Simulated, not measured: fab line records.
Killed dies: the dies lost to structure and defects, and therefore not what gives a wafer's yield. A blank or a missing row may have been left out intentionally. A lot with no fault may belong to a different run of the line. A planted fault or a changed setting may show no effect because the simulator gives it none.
Matching of chambers || flow n5 finfet || N5_PASSIVATION_PECVD_01 on pecvd-04 has 3 sister chambers
The step deposits SiNx from SiH4/NH3/N2, target thk 200 nm, time 43.2 s. 3 wafers are shown with their chamber, then 7 later ones without.

WAFERS PAIRED WITH THEIR CHAMBERS
{"wafer": "L623.4", "chamber": 1, "showerhead plenum p Torr (Torr)": 8.71}
{"wafer": "L623.6", "chamber": 0, "showerhead plenum p Torr (Torr)": 8.69}
{"wafer": "L628.4", "chamber": 2, "showerhead plenum p Torr (Torr)": 8.52}

WAFERS MISSING THEIR CHAMBER
{"wafer": "L628.5", "showerhead plenum p Torr (Torr)": 8.69}
{"wafer": "L635.3", "showerhead plenum p Torr (Torr)": 8.54}
{"wafer": "L635.4", "showerhead plenum p Torr (Torr)": 8.71}
{"wafer": "L635.5", "showerhead plenum p Torr (Torr)": 8.54}
{"wafer": "L634.2", "showerhead plenum p Torr (Torr)": 8.54}
{"wafer": "L634.4", "showerhead plenum p Torr (Torr)": 8.68}
{"wafer": "L634.6", "showerhead plenum p Torr (Torr)": 8.53}

WHICH CHAMBER EACH WENT THROUGH
{"wafer": "L628.5", "from the rows above": "can't be placed: 0 or 1", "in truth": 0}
{"wafer": "L635.3", "from the rows above": 2, "in truth": 2}
{"wafer": "L635.4", "from the rows above": "can't be placed: 1 or 0", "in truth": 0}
{"wafer": "L635.5", "from the rows above": 2, "in truth": 2}
{"wafer": "L634.2", "from the rows above": 2, "in truth": 2}
{"wafer": "L634.4", "from the rows above": "can't be placed: 0 or 1", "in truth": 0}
{"wafer": "L634.6", "from the rows above": 2, "in truth": 2}
Correctly placed: 4 of 7. Not placeable from these rows: 3 (in 3, the candidates include the true chamber). Number placed wrongly: 0.
How it was worked out, from the rows above alone: a wafer's distance from a chamber is the root of the sum, over the readings, of the square of ((its reading less the chamber's mean) divided by the reading's scatter). If the next closest chamber is less than 2 further off than the closest, the wafer can't be placed; otherwise it belongs to the closest. For every chamber, the mean is computed from those of its wafers that are shown. The scatter: with one shown wafer a chamber, the root of the mean of the squares of how far each hidden wafer lies from its nearest shown one.
